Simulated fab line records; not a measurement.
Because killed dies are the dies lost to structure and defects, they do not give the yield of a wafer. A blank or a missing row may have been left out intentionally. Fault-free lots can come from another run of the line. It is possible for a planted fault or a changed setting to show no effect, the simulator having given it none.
Comparing a struck lot with a sound one	flow n5-finfet	15 out of 1938 route steps
Sound: wafers L791.2, L791.3, L791.4. Struck: wafer L794.4 (left out: L794.3, L794.6 of the same lot, which were not struck); the cause appears at the end.
At each step with rows: each side's tool, then ch and its chambers, then its first start. Under that, the readings that differ: sound wafers	struck wafers	difference of the means	sigmas: that difference in standard deviations of wafers without a fault.
alike: readings whose means differ by less than 2 such deviations, and words and numbers that are the same on both sides. not compared: withheld readings, readings that some wafer has no value for, bounds like >300 that may hide the same value, and numbers for which the record gives no deviation and whose values overlap.
The two part at a step that has a row with sigmas, a row that says differs or no value, or rows on one side only. Numbers that don't overlap but have no deviation are shown without sigmas and don't part them. A reading that every wafer of one side lacks parts them only if that side has two wafers or more.

first, 3 steps without rows for these wafers: N5_BEOL_M5_SRD_40 (time 30 s); N5_BEOL_M5_PRECLEAN_42 (cleans in residue remover, time 60 s); N5_BEOL_M5_SRD_43 (time 30 s).
N5_BEOL_M5_CD_MEAS_35: target cd 28 nm, target cd y 24 nm.
  sound on cd-sem-02 at day 10 23:58; struck on cd-sem-02 at day 12 21:11
  alike: cd-nm
N5_BEOL_M5_CURE_80: cures SiCOH lowk, time 120 s.
  sound on uv-cure-02 ch 0, day 11 00:04; struck on uv-cure-03 ch 2, day 12 21:20
  alike: lamp-power-pct, wafer_temp_C_max
N5_BEOL_M5_DEGAS_44: time 60 s.
  sound on pvd-sputter-02 at day 11 00:29; struck on pvd-sputter-01 at day 12 21:39
  alike: heater-power-w
then, 2 steps without rows for these wafers: N5_BEOL_M5_PRE_CLEAN_45 (time 30 s); N5_BEOL_M5_ALD_86 (deposits TaN, pulse time 2 s, purge time 3 s, co reactant purge time 2 s).
N5_BEOL_M5_SURFACE_TREAT_87:
  sound on pvd-sputter-02 at day 11 00:59; struck on pvd-sputter-02 at day 12 22:08
  not compared: throttle-valve-pct
then, 1 step without rows for these wafers: N5_BEOL_M5_CVD_47 (deposits Co from CCTBA/H2, target thk 3 nm, time 216 s).
N5_BEOL_M5_SPUTTER_48: material Cu, target thk 15 nm, time 27.62 s.
  sound on pvd-sputter-02 at day 11 01:16; struck on pvd-sputter-02 at day 12 22:23
  alike: chamber-pressure-pa, throttle-valve-pct
N5_BEOL_M5_ANNEAL_49: time 1800 s.
  sound on pvd-sputter-02 at day 11 01:20; struck on pvd-sputter-02 at day 12 22:28
  alike: heater-power-w
N5_BEOL_M5_SPUTTER_81: material Cu, target thk 15 nm, time 27.62 s.
  sound on pvd-sputter-02 at day 11 02:21; struck on pvd-sputter-02 at day 12 23:28
reading	sound	struck	difference	sigmas
chamber-pressure-pa (Pa)	0.06999 0.07 0.06994	0.07299	+0.00301	+25
  alike: throttle-valve-pct
then, 2 steps without rows for these wafers: N5_BEOL_M5_ANNEAL_82 (time 1800 s); N5_PASSIVATION_PROBE_49.

WHERE THEY PART
At N5_BEOL_M5_SPUTTER_81 and nowhere else, as far as this record goes.

WHY: what had been put in by the simulator
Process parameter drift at N5_BEOL_M5_SPUTTER_81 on pvd-sputter-02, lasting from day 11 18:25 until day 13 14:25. From 0.07, the setting chamber-pressure-pa moved by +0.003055. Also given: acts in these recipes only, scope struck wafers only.
